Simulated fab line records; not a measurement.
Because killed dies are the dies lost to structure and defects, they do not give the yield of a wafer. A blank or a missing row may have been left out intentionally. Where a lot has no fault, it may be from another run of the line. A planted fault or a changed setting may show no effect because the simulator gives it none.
fab line records    flow n5Finfet
[record] lots = 4  wafers = 11  lastDay = 16
route steps=1938 shown BEOL_M5@1112
lots with no fault: from the same line, run without faults
startH: hours from the record's opening day to when the first of the lot's shown wafers began    waitH: hours from the lot's prior step to this one    " the same as in the row above    L1.1+2: a row that stands for several wafers    - no value, or no start given    * or withheld: withheld    < > ~ a bound
route shown NAME@n: names a module that has steps shown in the file, with the first one's number in the route    usual: mean/standard deviation taken from wafers without a fault    same: alike in all rows    chamber/n: place in a boat    sites: each site's reading    _std_site: the standard deviation of these    _edge_site: mean of outer sites minus mean of inner sites    radiusMm: how far each site lies from the wafer's centre    mask NAME#n: copy n    behind: the tool/chamber that last shaped the wafer    hold: why the lot was held/for how many hours/how that ended    device: which transistor (n, p or np) failed to switch    end of line: the same wafers' tests at the end of the route    a step without rows: its recipe alone    killed: dies that structure and defects cost at the first sort, which is not the same as the wafer's yield    map: dies across one wafer; x = killed, . = not, _ = none there
set.NAME: the setting the step ran with; set.NAME@STEP: the setting that earlier step ran with    model.NAME: the simulator's own value behind a step, which no gauge read
certain route steps with their lots: each step a table, each wafer a row
services: a tool's chamber out of use, with start hour (startH, from the record's first day; less than 0 if before it), hours out, and reason
[[steps]]
[step N5_BEOL_M5_ILD_DEP_00]
[recipe] material = SiCOH_lowk  targetThkA = 1406.4  tempC = 300  precursor = DEMS/porogen  pressureTorr = 5  rfW = 500  timeS = 25.9
[step N5_BEOL_M5_CURE_79]
[recipe] tempC = 385  timeS = 240  ambient = He/Ar  material = SiCOH_lowk
[step N5_BEOL_M5_PECVD_70]
[recipe] material = SiO2  targetThkA = 160  tempC = 400  precursor = TEOS/O2  pressureTorr = 5.5  rfW = 450  teosFlowSccm = 53.8  gas = O2  flowSccm = 3000  timeS = 18
[step N5_BEOL_M5_HM_DEP_02]
[recipe] material = TiN  targetThkA = 200  tempC = 25  chamberPressurePa = 0.49996
[step N5_BEOL_M5_COAT_59]
[recipe] resist = SOC  tempC = 250  timeS = 60  spinRpm = 1500  resistThkNm = 60
[step N5_BEOL_M5_COAT_60]
[recipe] resist = SiARC  tempC = 220  timeS = 60  spinRpm = 1500  resistThkNm = 12
[step N5_BEOL_M5_COAT_71]
[recipe] resist = underlayer  tempC = 205  timeS = 60  spinRpm = 1500  resistThkNm = 5
[step N5_BEOL_M5_COAT_05]
[recipe] resist = CAR-EUV  spinRpm = 1500  resistThkNm = 30
[step N5_BEOL_M5_EBR_07]
[recipe] solvent = PGMEA  ebrWidthMm = 1.5
[step N5_BEOL_M5_SOFTBAKE_06]
[recipe] tempC = 110  timeS = 60  resist = CAR-EUV
[step N5_BEOL_M5_EXPOSE_08]
[recipe] maskId = M5  na = 0.33  sourceShape = annular  sigmaInner = 0.4  sigmaOuter = 0.8  polarization = unpolarized  targetCdNm = 28  doseMj = 35.75
lot.wafer   tool           chamber  startH  waitH  mask
L937.1+4+5  euvScanner-01  0        225.35  -      M5#0
L941.3+4+6  euvScanner-01  0        253.90  -      M5#0
L942.1+3+5  euvScanner-01  0        254.09  -      M5#0
L945.3+5    euvScanner-01  0        268.57  -      M5#0
[step N5_BEOL_M5_PEB_09]
[recipe] pebTempC = 100  pebTimeS = 60  resist = CAR-EUV
[step N5_BEOL_M5_DEVELOP_10]
[recipe] developTimeS = 30  developer = TMAH  resist = CAR-EUV  rinseLiquid = surfactantRinse  dry = airSpin  devTempC = 23
[step N5_BEOL_M5_DESCUM_16]
[recipe] chemistry = O2  timeS = 7  sourcePowerW = 50  biasPowerW = 20  pressureMtorr = 20  rfFrequencyHz = 2.712e+07  tempC = 40  resist = CAR-EUV  o2FlowSccm = 225
[usual] drypumpMotorCurrentA = 5.8/0.54  oesProductAu = 0.79/0.086  rfVppV = 243.6/1.3  showerheadPlenumPTorr = 2.12/0.063  throttleValvePct = 20.4/0.38
[same] timeS = 7
lot.wafer  tool        chamber  startH  waitH  drypumpMotorCurrentA  oesProductAu  rfHoursCounterH  rfVppV  showerheadPlenumPTorr  throttleValvePct  model.BEOL_M5.cdNm
L937.1     rieDiel-02  2        225.61  0.0    6.6                   0.88          36               243.6   2.11                   19.8              28
L937.4     "           1        "       "      5.4                   0.83          77               242.0   2.09                   19.9              27.6
L937.5     "           3        "       "      6.6                   0.90          -                244.6   2.22                   20.3              27.6
L941.3     rieDiel-04  3        254.14  0.0    5.7                   0.97          16               243.9   2.15                   19.9              28.2
L941.4     "           0        "       "      5.6                   0.71          205              243.5   2.07                   20.8              27.8
L941.6     "           2        "       "      5.7                   0.71          -                244.4   2.18                   20.9              27.8
L942.1     rieDiel-02  0        254.58  0.3    5.1                   0.68          223              243.4   2.06                   20.8              27.8
L942.3     "           2        "       "      6.6                   0.87          45               244.3   2.11                   19.8              27.8
L942.5     "           0        "       "      5.1                   0.69          -                241.8   2.06                   20.8              27
L945.3     rieDiel-02  0        268.81  0.0    5.1                   0.69          227              243.0   2.06                   20.8              28
L945.5     "           3        "       "      6.6                   0.88          -                245.8   2.21                   20.3              27
[step N5_BEOL_M5_ETCH_72]
[recipe] chemistry = N2/H2  target = underlayer  targetDepthA = 65  maskMaterial = CAR-EUV  timeS = 5.2  ionEnergyEv = 200  pressureMtorr = 30  sourceW = 840  biasW = 150  n2FlowSccm = 200  h2FlowSccm = 200  ends = cleared
[step N5_BEOL_M5_ETCH_61]
[recipe] chemistry = CF4  target = SiARC  targetDepthA = 156  maskMaterial = CAR-EUV  timeS = 26  ionEnergyEv = 80  pressureMtorr = 40  sourceW = 545  biasW = 36  Ar_flow_sccm = 100  cf4FlowSccm = 100  ends = cleared
[step N5_BEOL_M5_ETCH_62]
[recipe] chemistry = N2/H2  target = SOC  targetDepthA = 750  overetchA = 150  maskMaterial = SiARC  tempC = 40  timeS = 112.5  ionEnergyEv = 200  pressureMtorr = 30  sourceW = 840  biasW = 150  n2FlowSccm = 200  h2FlowSccm = 200
[step N5_BEOL_M5_STRIP_63]
[recipe] chemistry = N2/H2  tempC = 40  n2FlowSccm = 200  h2FlowSccm = 200  rfFrequencyHz = 6e+07
[step N5_BEOL_M5_STRIP_73]
[recipe] chemistry = N2/H2  tempC = 40  n2FlowSccm = 200  h2FlowSccm = 200  rfFrequencyHz = 6e+07
[step N5_BEOL_M5_STRIP_64]
[recipe] chemistry = CF4  resist = SiARC  powerW = 300  biasPowerW = 75  pressureMtorr = 50  cf4FlowSccm = 150  rfFrequencyHz = 6e+07
[step N5_BEOL_M5_HM_OPEN_17]
[recipe] chemistry = Cl2/BCl3  targetDepthA = 200  overetchA = 60  target = TiN  maskMaterial = SOC  ionEnergyEv = 150  pressureMtorr = 10  icpW = 1000  biasW = 126  Cl2_flow_sccm = 53.25  bcl3FlowSccm = 21.75  Ar_flow_sccm = 25
[step N5_BEOL_M5_STRIP_19]
[recipe] chemistry = O2  powerW = 400  tempC = 40  pressureMtorr = 30  rfFrequencyHz = 6e+07  biasPowerW = 0  overashFraction = 0.2  o2FlowSccm = 225
[step N5_BEOL_M5_COAT_65]
[recipe] resist = SOC  tempC = 250  timeS = 60  spinRpm = 1500  resistThkNm = 60
[step N5_BEOL_M5_COAT_66]
[recipe] resist = SiARC  tempC = 220  timeS = 60  spinRpm = 1500  resistThkNm = 12
[step N5_BEOL_M5_COAT_74]
[recipe] resist = underlayer  tempC = 205  timeS = 60  spinRpm = 1500  resistThkNm = 5
[step N5_BEOL_M5_COAT_22]
[recipe] resist = CAR-EUV  spinRpm = 1500  resistThkNm = 30
[step N5_BEOL_M5_EBR_24]
[recipe] solvent = PGMEA  ebrWidthMm = 1.5
[step N5_BEOL_M5_SOFTBAKE_23]
[recipe] tempC = 110  timeS = 60  resist = CAR-EUV
[step N5_BEOL_M5_EXPOSE_25]
[recipe] maskId = V4  na = 0.33  sourceShape = quasar  sigmaInner = 0.2  sigmaOuter = 0.6  polarization = unpolarized  defocusNm = 10  doseMj = 52.75
[step N5_BEOL_M5_PEB_26]
[recipe] pebTempC = 100  pebTimeS = 60  resist = CAR-EUV
[step N5_BEOL_M5_DEVELOP_27]
[recipe] developTimeS = 30  developer = TMAH  resist = CAR-EUV  rinseLiquid = surfactantRinse  dry = airSpin  devTempC = 23
[step N5_BEOL_M5_DESCUM_33]
[recipe] chemistry = O2  timeS = 7  sourcePowerW = 50  biasPowerW = 20  pressureMtorr = 20  rfFrequencyHz = 2.712e+07  tempC = 40  resist = CAR-EUV  o2FlowSccm = 225
[step N5_BEOL_M5_ETCH_75]
[recipe] chemistry = N2/H2  target = underlayer  targetDepthA = 65  maskMaterial = CAR-EUV  timeS = 5.2  ionEnergyEv = 200  pressureMtorr = 30  sourceW = 840  biasW = 150  n2FlowSccm = 200  h2FlowSccm = 200  ends = cleared
[step N5_BEOL_M5_ETCH_41]
[recipe] chemistry = CH3F/O2  target = SiCN  targetDepthA = 315  taperDeg = 2  timeS = 56.7  ionEnergyEv = 120  maskMaterial = TiN  pressureMtorr = 30  sourceW = 395  biasW = 75  Ar_flow_sccm = 150  CH3F_flow_sccm = 30  O2_flow_sccm = 20
[usual] drypumpMotorCurrentA = 5.8/0.52  mfcArSccm = 150.0/0.48  oesProductAu = 0.79/0.084  rfVppV = 297.9/1.5  showerheadPlenumPTorr = 2.03/0.063  throttleValvePct = 16.3/0.35
[same] timeS = 56.7
lot.wafer  tool        chamber  startH  waitH  drypumpMotorCurrentA  mfcArSccm  oesProductAu  rfHoursCounterH  rfVppV  showerheadPlenumPTorr  throttleValvePct  model.BEOL_M5.cdNm
L937.1     rieDiel-02  1        -       -      5.4                   149.9      0.83          78               296.7   2.02                   16.0              28.2
L937.4     "           3        "       "      6.6                   151.0      0.89          43               299.9   2.12                   16.2              27.8
L937.5     "           3        "       "      6.6                   150.5      0.89          -                298.8   2.12                   16.2              27.6
L941.3     rieDiel-03  0        -       -      5.9                   150.1      0.74          184              297.3   1.99                   16.4              28.4
L941.4     "           2        "       "      5.0                   150.0      0.77          125              298.4   2.01                   16.5              27.8
L941.6     "           1        "       "      5.9                   150.4      0.73          -                297.1   1.90                   16.5              27.8
L942.1     rieDiel-04  0        -       -      5.6                   149.3      0.71          206              297.3   1.99                   16.8              27.2
L942.3     "           3        "       "      5.7                   149.9      0.97          17               297.6   2.03                   15.6              27.6
L942.5     "           1        "       "      6.3                   149.6      0.73          -                298.4   2.06                   16.1              26.8
L945.3     rieDiel-04  2        -       -      5.7                   149.8      0.72          181              298.1   2.08                   16.7              28
L945.5     "           2        "       "      5.7                   150.2      0.71          -                301.0   2.08                   16.7              27
[step N5_BEOL_M5_CD_MEAS_35]
[recipe] targetCdNm = 28  targetCdYNm = 24  polarity = opening
[usual] cdNm = 27.9/0.36
lot.wafer  tool      chamber  startH  waitH  cdNm
L937.1     cdSem-02  -        227.95  0.0    28.3
L937.4     "         -        "       "      27.7
L937.5     "         -        "       "      27.3
L941.3     cdSem-02  -        255.75  0.0    28.9
L941.4     "         -        "       "      27.9
L941.6     "         -        "       "      28.2
L942.1     cdSem-01  -        256.33  0.0    27.3
L942.3     "         -        "       "      28.1
L942.5     "         -        "       "      27.0
L945.3     cdSem-01  -        270.86  0.0    27.8
L945.5     "         -        "       "      26.8
[[services]]
tool           chamber  startH  hours  kind
euvScanner-01  -        212.17  0.6    repair
rieDiel-03     0        236.50  2.5    repair
euvScanner-01  0        254.28  -      calibration
rieDiel-04     1        264.02  3.2    repair
rieDiel-02     1        266.25  1.6    repair
euvScanner-01  -        268.81  1.0    pm
[[key]]
[firstSign] step = N5_BEOL_M5_CD_MEAS_35  reading = cdNm  direction = down  sigmas = 2.8  usual = 27.9  struck = 26.9
effect none on later readings
[modelEffect] step = N5_BEOL_M5_DESCUM_16  value = BEOL_M5.cdNm  without = 27.8  struck = 27
[modelEffect] step = N5_BEOL_M5_ETCH_41  value = BEOL_M5.cdNm  without = 27.7  struck = 26.9
metAt N5_BEOL_M5_EXPOSE_08
struckWafers L942.5,L945.5
onsetBetween 253.90 254.09
[fault] kind = processParameterDrift  tool = euvScanner-01  chamber = -  onsetH = 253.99  steps = N5_BEOL_M5_EXPOSE_08  channel = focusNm  offset = 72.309  shape = step  endH = 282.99  scope = struckWafersOnly
